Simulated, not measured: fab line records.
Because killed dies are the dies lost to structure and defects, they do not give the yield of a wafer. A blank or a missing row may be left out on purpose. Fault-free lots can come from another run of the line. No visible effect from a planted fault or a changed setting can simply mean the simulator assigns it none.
Matching of chambers | flow nandHarc | NHARC_A_STAIRCASE_ETCHBACK_422 on rieDiel-02 has 4 sister chambers
The step etches the open film in CH3F/O2, target depth 40 nm, time 74.286 s. 8 wafers are shown with their chamber, then 11 later ones without.

WAFERS PAIRED WITH THEIR CHAMBERS
wafer  | chamber | showerheadPlenumPTorr (Torr) | rfVppV (V)
L077.6 | 2       | 2.51                         | 245.2
L079.1 | 2       | 2.50                         | 245.7
L079.4 | 1       | 2.32                         | 242.5
L079.5 | 3       | 2.34                         | 242.5
L086.2 | 0       | 2.63                         | 246.7
L086.3 | 3       | 2.34                         | 241.8
L086.4 | 1       | 2.31                         | 242.4
L087.1 | 0       | 2.63                         | 246.7

WAFERS WHOSE CHAMBER IS MISSING
wafer  | showerheadPlenumPTorr (Torr) | rfVppV (V)
L087.2 | 2.31                         | 241.8
L087.3 | 2.34                         | 241.9
L089.2 | 2.33                         | 242.3
L089.4 | 2.62                         | 245.9
L089.5 | 2.50                         | 246.2
L091.3 | 2.62                         | 246.6
L091.4 | 2.49                         | 245.6
L091.6 | 2.62                         | 245.4
L095.1 | 2.31                         | 242.0
L095.4 | 2.62                         | 246.6
L095.6 | 2.33                         | 242.9

EACH ONE'S CHAMBER
wafer  | from the rows above     | in truth
L087.2 | 1                       | 1
L087.3 | 3                       | 3
L089.2 | can't be placed: 3 or 1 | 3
L089.4 | 0                       | 0
L089.5 | 2                       | 2
L091.3 | 0                       | 0
L091.4 | 2                       | 2
L091.6 | 0                       | 0
L095.1 | 1                       | 1
L095.4 | 0                       | 0
L095.6 | can't be placed: 3 or 1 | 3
Correct placement for 9 of the 11. Unplaceable from these rows: 2, with the true chamber sitting among the candidates in 2. Wrongly placed: 0.
How it was worked out, from the rows above alone: a wafer's distance from a chamber is the root of the sum, over the readings, of the square of ((its reading less the chamber's mean) divided by the reading's scatter). The wafer belongs to the nearest chamber; if the next one is less than 2 further off, it can't be placed. For every chamber, the mean is computed from those of its wafers that are shown. How the scatter is found: for the shown wafers, subtract from each reading the mean of its chamber, square and add these, divide the total by (wafers less chambers), then take the root.
